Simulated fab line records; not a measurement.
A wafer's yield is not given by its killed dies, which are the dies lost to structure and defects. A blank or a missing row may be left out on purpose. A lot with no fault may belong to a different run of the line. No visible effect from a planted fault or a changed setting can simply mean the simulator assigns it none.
Which tool did it? -- flow nand harc -- at 1 step of a route of 1159, 11 lots with 33 wafers sampled

== WHAT THE GAUGES READ, wafer by wafer ==
NHARC_A_CHANNEL_HOLE_D1_OVL_MEAS_11.
lot,measured,on,overlay x nm (nm)
L075,day 8 16:32,overlay-02,0.4 -0.1 0.6
L079,day 9 09:05,overlay-02,-0.5 -0.4 -0.1
L078,day 9 10:52,overlay-02,0.1 0.4 0.1
L082,day 10 04:18,overlay-02,0.3 0.0 0.1
L084,day 11 00:44,overlay-02,0.6 -0.1 0.5
L086,day 11 08:48,overlay-01,-0.4 -0.5 0.1
L088,day 12 03:48,overlay-01,0.2 0.4 0.1
L091,day 12 13:56,overlay-02,-0.4 -0.3 0.0
L090,day 12 15:41,overlay-02,0.8 1.1 0.1
L095,day 13 19:52,overlay-02,0.2 -0.5 -0.5
L097,day 13 21:05,overlay-02,-0.3 0.1 -0.5

== TOOL THAT RAN EACH LOT (tool first, then ch and the chambers of the sampled wafers, then the start) ==
No process step before these readings appears in the record.

== THE ANSWER, worked out from the rows above alone ==
Rule: the lots themselves supply what counts as usual. The widest of any qualifying gaps counts: lots, ordered by their means at a reading, are off when they make up no more than a third of the lots, leave a main group of 4 or more, and stand apart from it by 3 or more times the standard deviation of that group's means. A main group is skipped when, at the precision printed for the reading in the tables above, its means are all equal. A lot without any number at a reading at which 4 lots or more have one is off too. Where the step has rows for the other lots, those lots are counted as sound.
None of the lots is off at any reading shown; this tells nothing.

== WHAT WAS PUT IN BY THE SIMULATOR ==
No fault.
